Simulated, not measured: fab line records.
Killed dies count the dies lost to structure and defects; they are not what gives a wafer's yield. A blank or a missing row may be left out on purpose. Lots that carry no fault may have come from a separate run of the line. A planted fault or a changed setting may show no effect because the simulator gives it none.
8D (eight disciplines) problem report, filled in by code / flow n5 finfet / the parts of the form that need people (team, actions taken, sign-off) are left out

1. THE ISSUE
spin speed rpm at N5_BEOL_M7_COAT_05 reads a mean of 1401.3 rpm on 6 wafers of 2 lots; wafers without a fault read 1500.0 rpm with a standard deviation of 1.1. That puts it -90 standard deviations away from the usual mean.
The step: resist thk 90 nm.
Earliest sighting: wafer L455.1 on litho track-05 at day 13 11:58. The record has a number at this step for 18 wafers belonging to 6 lots. The rule behind "out" and "out of limits": a value lying over 4 standard deviations away from the usual mean. The rest of the wafers with a number are treated as sound.

2. WHAT IT IS, WHAT IT ISN'T
question=which readings at this step | is=spin speed rpm | is not=-
question=which lots | is=L455, L457 | is not=L449, L451, L456, L463
question=which wafers of those lots | is=all that have a number | is not=-
question=read on which tools | is=litho track-05 | is not=litho track-02
question=when | is=from day 13 11:58 | is not=up to then (6 sound wafers); but 6 sound wafers of L456, L463 came after

3. THE SUSPECTS, EACH WITH WHAT RULES IT OUT
Counting: a tool at a process step up to the reading stays a suspect if it ran every lot that is out and no sound lot after the first of them.
- uv cure-03 at N5_BEOL_M7_CURE_74 (cures SiCOH lowk, time 240 s): kept. It ran every lot that is out, first L455 (day 13 10:47), and no sound lot after that.
- litho track-05 at N5_BEOL_M7_COAT_05 (resist thk 90 nm): kept. Every lot that is out went through it, starting with L455 (day 13 11:58), and after that it ran no sound lot; the last sound lot it ran before then is L449 (day 11 06:20). Its own spin speed rpm readings are out on those wafers.
Left after counting: uv cure-03 at N5_BEOL_M7_CURE_74, litho track-05 at N5_BEOL_M7_COAT_05.

4. THE CAUSE (what the simulator had put in)
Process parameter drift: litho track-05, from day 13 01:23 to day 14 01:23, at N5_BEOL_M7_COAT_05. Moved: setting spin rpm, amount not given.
After counting, 2 suspects remain, this tool included.

5. THE EFFECT CHAIN, in route order
Rows list readings where the struck wafers' mean (over those with a number) sits beyond 3 standard deviations from the usual. Only readings for which the record gives a usual standard deviation are gone through. hours: the time from each lot's start at the first step in this table that gives one to its start at this step, as a median over the lots. sigmas: the change in usual standard deviations.
hours=0; step=N5_BEOL_M7_COAT_05; reading=spin speed rpm; usual=1500.0 rpm; on struck wafers=1401.3; change=-98.7; sigmas=-90
Here are the process steps it includes:
- N5_BEOL_M7_COAT_05: resist thk 90 nm.
Later steps that measure or inspect, where all struck wafers having a row at the step show a number for every such reading and not one has moved that far: N5_BEOL_M7_CD_MEAS_11, N5_BEOL_M7_OVL_MEAS_12, N5_BEOL_M7_INSPECT_13.

6. HOW IT WOULD HAVE BEEN CAUGHT EARLIER
11 hours passed between the start of the fault at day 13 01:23 and the first reading out of limits in this record, taken at day 13 11:58.
